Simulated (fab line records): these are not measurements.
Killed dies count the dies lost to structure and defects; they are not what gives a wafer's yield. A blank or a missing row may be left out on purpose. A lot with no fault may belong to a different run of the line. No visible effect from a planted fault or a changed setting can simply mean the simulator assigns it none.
Matching of chambers || flow nand-harc || NHARC_A_STAIRCASE_CMP_152 on cmp-04 has 4 sister chambers
The step polishes. 4 wafers are shown with their chamber, then 7 later ones without.

== WAFERS WITH THEIR CHAMBER ==
{"wafer": "L086.1", "chamber": 1, "motor-current-A (A)": 12.5}
{"wafer": "L086.3", "chamber": 3, "motor-current-A (A)": 13.9}
{"wafer": "L089.1", "chamber": 0, "motor-current-A (A)": 10.1}
{"wafer": "L090.2", "chamber": 2, "motor-current-A (A)": 13.2}

== WAFERS WHOSE CHAMBER IS MISSING ==
{"wafer": "L090.3", "motor-current-A (A)": 13.6}
{"wafer": "L092.4", "motor-current-A (A)": 12.9}
{"wafer": "L094.1", "motor-current-A (A)": 14.2}
{"wafer": "L094.3", "motor-current-A (A)": 10.5}
{"wafer": "L094.4", "motor-current-A (A)": 12.6}
{"wafer": "L097.1", "motor-current-A (A)": 14.0}
{"wafer": "L097.2", "motor-current-A (A)": 12.6}

== CHAMBER TAKEN BY EACH ==
{"wafer": "L090.3", "from the rows above": "can't be placed: 3 or 2", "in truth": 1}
{"wafer": "L092.4", "from the rows above": "can't be placed: 2 or 1", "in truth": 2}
{"wafer": "L094.1", "from the rows above": 3, "in truth": 3}
{"wafer": "L094.3", "from the rows above": 0, "in truth": 0}
{"wafer": "L094.4", "from the rows above": "can't be placed: 1 or 2", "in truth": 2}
{"wafer": "L097.1", "from the rows above": 3, "in truth": 3}
{"wafer": "L097.2", "from the rows above": "can't be placed: 1 or 2", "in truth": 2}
3 of 7 placed correctly. These rows do not allow placing 4 (true chamber among the candidates in 3). Number placed wrongly: 0.
How it was worked out, from the rows above alone: a wafer's distance from a chamber is the root of the sum, over the readings, of the square of ((its reading less the chamber's mean) divided by the reading's scatter). The wafer belongs to the nearest chamber; if the next one is less than 2 further off, it can't be placed. The mean given for a chamber averages the wafers shown for that chamber. The scatter: with one shown wafer a chamber, the root of the mean of the squares of how far each hidden wafer lies from its nearest shown one.
